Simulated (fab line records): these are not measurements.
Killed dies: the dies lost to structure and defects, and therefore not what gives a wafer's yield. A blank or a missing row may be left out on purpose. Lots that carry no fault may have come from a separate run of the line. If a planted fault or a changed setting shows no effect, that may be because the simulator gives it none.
Chamber matching / flow n5Finfet / N5_BEOL_M4_ETCH_74 on rieDiel-01: 4 sister chambers
The step etches underlayer in N2/H2, target depth 6.5 nm, time 5.2 s. 4 wafers are shown with their chamber, then 7 later ones without.

== EACH WAFER AND ITS CHAMBER ==
wafer=L079.3; chamber=1; throttleValvePct (%)=17.91
wafer=L089.1; chamber=3; throttleValvePct (%)=18.09
wafer=L092.1; chamber=0; throttleValvePct (%)=17.62
wafer=L092.2; chamber=2; throttleValvePct (%)=17.92

== WAFERS MISSING THEIR CHAMBER ==
wafer=L092.3; throttleValvePct (%)=17.48
wafer=L094.1; throttleValvePct (%)=18.11
wafer=L094.4; throttleValvePct (%)=17.90
wafer=L094.6; throttleValvePct (%)=17.68
wafer=L096.1; throttleValvePct (%)=18.08
wafer=L096.2; throttleValvePct (%)=17.67
wafer=L096.5; throttleValvePct (%)=18.13

== THE CHAMBER EACH PASSED THROUGH ==
wafer=L092.3; from the rows above=0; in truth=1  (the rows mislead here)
wafer=L094.1; from the rows above=3; in truth=3
wafer=L094.4; from the rows above=can't be placed: 1 or 2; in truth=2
wafer=L094.6; from the rows above=0; in truth=0
wafer=L096.1; from the rows above=3; in truth=3
wafer=L096.2; from the rows above=0; in truth=0
wafer=L096.5; from the rows above=3; in truth=3
Correctly placed: 5 of 7. From these rows, 1 cannot be placed; in 1 the true chamber is one of the candidates. Wrongly placed: 1.
How it was worked out, from the rows above alone: a wafer's distance from a chamber is the root of the sum, over the readings, of the square of ((its reading less the chamber's mean) divided by the reading's scatter). The wafer belongs to the nearest chamber; if the next one is less than 2 further off, it can't be placed. The mean given for a chamber averages the wafers shown for that chamber. The scatter (one wafer shown for each chamber): square how far every hidden wafer sits from the nearest shown wafer, average those squares and take the square root.
